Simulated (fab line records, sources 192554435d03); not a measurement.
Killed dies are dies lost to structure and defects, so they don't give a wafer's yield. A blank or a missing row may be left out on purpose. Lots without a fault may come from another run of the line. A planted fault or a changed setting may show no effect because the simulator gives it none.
A struck lot beside a sound one | flow n5_finfet | 36 steps out of a route of 1938
Sound: wafers L105.1, L105.3, L105.5. Struck: wafers L109.4, L109.5, L109.6. The cause comes at the end.
At each step with rows: each side's tool, then ch and its chambers, then its first start. Under that, the readings that differ: sound wafers | struck wafers | difference of the means | sigmas: that difference in standard deviations of wafers without a fault.
alike: readings whose means differ by less than 2 such deviations, and words and numbers that are the same on both sides. not compared: withheld readings, readings that some wafer has no value for, bounds like >300 that may hide the same value, and numbers for which the record gives no deviation and whose values overlap.
The two part at a step that has a row with sigmas, a row that says differs or no value, or rows on one side only. Numbers that don't overlap but have no deviation are shown without sigmas and don't part them. A reading that every wafer of one side lacks parts them only if that side has two wafers or more.

first, 9 steps without rows for these wafers: N5_BEOL_M4_ANNEAL_95 (time 240 s); N5_BEOL_M4_SPUTTER_96 (material Cu, target thk 4.5 nm, time 8.29 s); N5_BEOL_M4_ECD_50 (material Cu, target thk 300 nm); N5_BEOL_M4_ANNEAL_51 (time 90 s); N5_BEOL_M4_CMP_52 (polishes, stops on SiOC, t overpolish 6.8 s, target thk 40 nm); N5_BEOL_M4_PRE_CLEAN_60 (time 15 s); N5_BEOL_M4_CO_CAP_55 (material Co, precursor CCTBA/H2, target thk 2 nm, time 102.1 s); N5_BEOL_M4_PRE_CLEAN_56 (time 15 s); N5_BEOL_M4_DEP_57 (deposits SiCN from 3MS/NH3, target thk 8 nm, time 14 s).
N5_BEOL_M4_RC_MEAS_101:
  sound on prober-02 ch 0, day 10 23:55; struck on prober-02 ch 0, day 11 22:06
  alike: DIBL_N, DIBL_P, IOFF_N, IOFF_P, ION_N, ION_P, SS_N, SS_P, VT_N, VT_P
N5_BEOL_M5_ILD_DEP_00: deposits SiCOH lowk from DEMS/porogen, target thk 140.64 nm, time 25.9 s.
  sound on pecvd-01 ch 0,1, day 11 00:52; struck on pecvd-02 ch 0,1,2, day 11 22:37
  no value came back on the struck wafers for any of 6 readings (chamber_pressure_Torr (Torr), heater_power_outer_w (W) and others); on the sound wafers chamber_pressure_Torr (Torr) reads 5.008 4.985 5.006
then, 23 steps without rows for these wafers: N5_BEOL_M5_CURE_79 (cures SiCOH lowk, time 240 s); N5_BEOL_M5_PECVD_70 (deposits SiO2 from TEOS/O2, target thk 16 nm, time 18 s); N5_BEOL_M5_HM_DEP_02 (deposits TiN, target thk 20 nm); N5_BEOL_M5_COAT_59 (time 60 s, resist thk 60 nm); N5_BEOL_M5_COAT_60 (time 60 s, resist thk 12 nm); N5_BEOL_M5_COAT_71 (time 60 s, resist thk 5 nm); N5_BEOL_M5_COAT_05 (resist thk 30 nm); N5_BEOL_M5_EBR_07; N5_BEOL_M5_SOFTBAKE_06 (time 60 s); N5_BEOL_M5_EXPOSE_08 (exposes mask M5, target cd 28 nm); N5_BEOL_M5_PEB_09 (peb time 60 s); N5_BEOL_M5_DEVELOP_10 (develop time 30 s); N5_BEOL_M5_DESCUM_16 (chemistry O2, time 7 s); N5_BEOL_M5_ETCH_72 (etches underlayer in N2/H2, target depth 6.5 nm, time 5.2 s); N5_BEOL_M5_ETCH_61 (etches SiARC in CF4, target depth 15.6 nm, time 26 s); N5_BEOL_M5_ETCH_62 (etches SOC in N2/H2, target depth 75 nm, overetch 15 nm, time 112.5 s); N5_BEOL_M5_STRIP_63 (strips in N2/H2); N5_BEOL_M5_STRIP_73 (strips in N2/H2); N5_BEOL_M5_STRIP_64 (strips in CF4); N5_BEOL_M5_HM_OPEN_17 (chemistry Cl2/BCl3, target TiN, target depth 20 nm, overetch 6 nm); N5_BEOL_M5_STRIP_19 (strips in O2); N5_BEOL_M5_COAT_65 (time 60 s, resist thk 60 nm); N5_BEOL_M5_COAT_66 (time 60 s, resist thk 12 nm).
N5_BEOL_M5_OCD_MEAS_38:
  sound on ocd-02, day 11 06:09; struck on ocd-01, day 12 01:48
  reading              | sound          | struck | difference                    | sigmas
  trench_depth_nm (nm) | 68.1 70.2 69.6 | - - -  | no value on the struck wafers |
-- the record jumps here: 4 days lie between the struck wafers' starts before and after (it left off in module BEOL_M5 and takes up again in module PASSIVATION, whose first step shown is number 1936 of the route) --
N5_PASSIVATION_PROBE_49:
  the record has rows for the struck wafers here (prober-01, day 16 02:50) and none for the sound ones

WHERE THEY PART
First at N5_BEOL_M5_ILD_DEP_00; last, within this record, at N5_PASSIVATION_PROBE_49.

WHY: what the simulator had put in
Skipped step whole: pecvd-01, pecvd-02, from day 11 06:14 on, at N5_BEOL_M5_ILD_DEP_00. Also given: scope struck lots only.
